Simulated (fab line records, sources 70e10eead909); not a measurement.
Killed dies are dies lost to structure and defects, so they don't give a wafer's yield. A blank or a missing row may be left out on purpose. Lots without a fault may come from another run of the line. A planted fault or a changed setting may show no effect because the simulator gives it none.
Problem report in the 8D (eight disciplines) form, filled by code | flow nand_harc | the parts of the form that need people (team, actions taken, sign-off) are left out

1. THE PROBLEM
killed_at_array at NHARC_END_SORT_01 reads a mean of 671 on 1 wafer of 1 lot; wafers without a fault read 29 with a standard deviation of 11. That is +58 standard deviations from the usual mean.
First seen on wafer L177.1, day 23 14:38, on prober-02. The record holds 39 wafers of 13 lots with a number at this step. Rule for "out", or "out of limits": more than 4 standard deviations from the usual mean. The other wafers with a number count as sound.

2. WHAT IT IS AND WHAT IT IS NOT
question                    | is                           | is not
which readings at this step | killed_at_array, killed_dies | killed_at_other, killed_at_periphery, killed_short
which lots                  | L177                         | L161, L164, L165, L167, L168, L169, L170, L171, L172, L173, L175, L176
which wafers of those lots  | L177.1                       | L177.3, L177.6
read on which gauges        | prober-02                    | prober-01
when                        | from day 23 14:38            | up to then (33 sound wafers); but 5 sound wafers of L176, L177 came after

3. SUSPECTS, AND WHAT RULES EACH OUT
Counting: a tool at a process step up to the reading stays a suspect if it ran every lot that is out. Sound lots after the first of them don't rule it out here, since some wafers of a struck lot are sound.
- the gauge at NHARC_END_SORT_01: kept. All the wafers that are out were read on prober-02, and no step on other tools shows them out.
- acl_dep-01 at NHARC_A_CHANNEL_HOLE_D1_DEP_00 (deposits aC, target thk 3100 nm): kept. It ran the lot that is out, L177 (day 11 23:08); its last sound lot up to then is L175 (day 11 14:28).
- plasma_asher-02 at NHARC_THIN_TSV_STRIP_62 (strips in N2/H2, time 20 s): kept. It ran the lot that is out, L177 (day 23 02:23); its last sound lot up to then is L175 (day 22 04:34).
- rtp_anneal-02 at NHARC_THIN_TSV_ANNEAL_52 (time 90 s): kept. It ran the lot that is out, L177 (day 23 03:50); its last sound lot up to then is L175 (day 22 06:01).
Left after counting: acl_dep-01 at NHARC_A_CHANNEL_HOLE_D1_DEP_00, plasma_asher-02 at NHARC_THIN_TSV_STRIP_62, rtp_anneal-02 at NHARC_THIN_TSV_ANNEAL_52, prober-02 at NHARC_END_SORT_01.

4. THE CAUSE (what the simulator had put in)
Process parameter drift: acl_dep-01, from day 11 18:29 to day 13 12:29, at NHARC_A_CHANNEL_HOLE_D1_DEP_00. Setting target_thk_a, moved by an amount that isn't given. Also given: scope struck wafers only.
Counting left 4 suspects, and this tool is among them.

5. THE CHAIN OF EFFECTS, in route order
Each row: a reading whose mean over the struck wafers that have a number lies more than 3 standard deviations from the usual. Only readings for which the record gives a usual standard deviation are gone through. hours: the time from each lot's start at the first step in this table that gives one to its start at this step, as a median over the lots. sigmas: the change in usual standard deviations.
hours | step              | reading         | usual | on struck wafers | change | sigmas
0     | NHARC_END_SORT_01 | killed_at_array | 29    | 671              | +642   | +58
0     | NHARC_END_SORT_01 | killed_dies     | 33    | 677              | +644   | +54
0     | NHARC_END_SORT_01 | killed_open     | 3.1   | 10.0             | +6.9   | +3.8

6. WHAT WOULD HAVE CAUGHT IT SOONER
In this record the first reading out of limits at a measuring or inspecting step was taken at day 23 14:38, 284 hours after the fault began at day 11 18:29.
Of the tool readings at NHARC_A_CHANNEL_HOLE_D1_DEP_00 for which the record gives a usual standard deviation, none was out on any struck wafer, so an alarm limit of 4 standard deviations on them would not have fired.
All the lots that are out (1) had begun NHARC_A_CHANNEL_HOLE_D1_DEP_00 on acl_dep-01 by day 23 14:38. A hold on the tool at that time would have spared none of them.
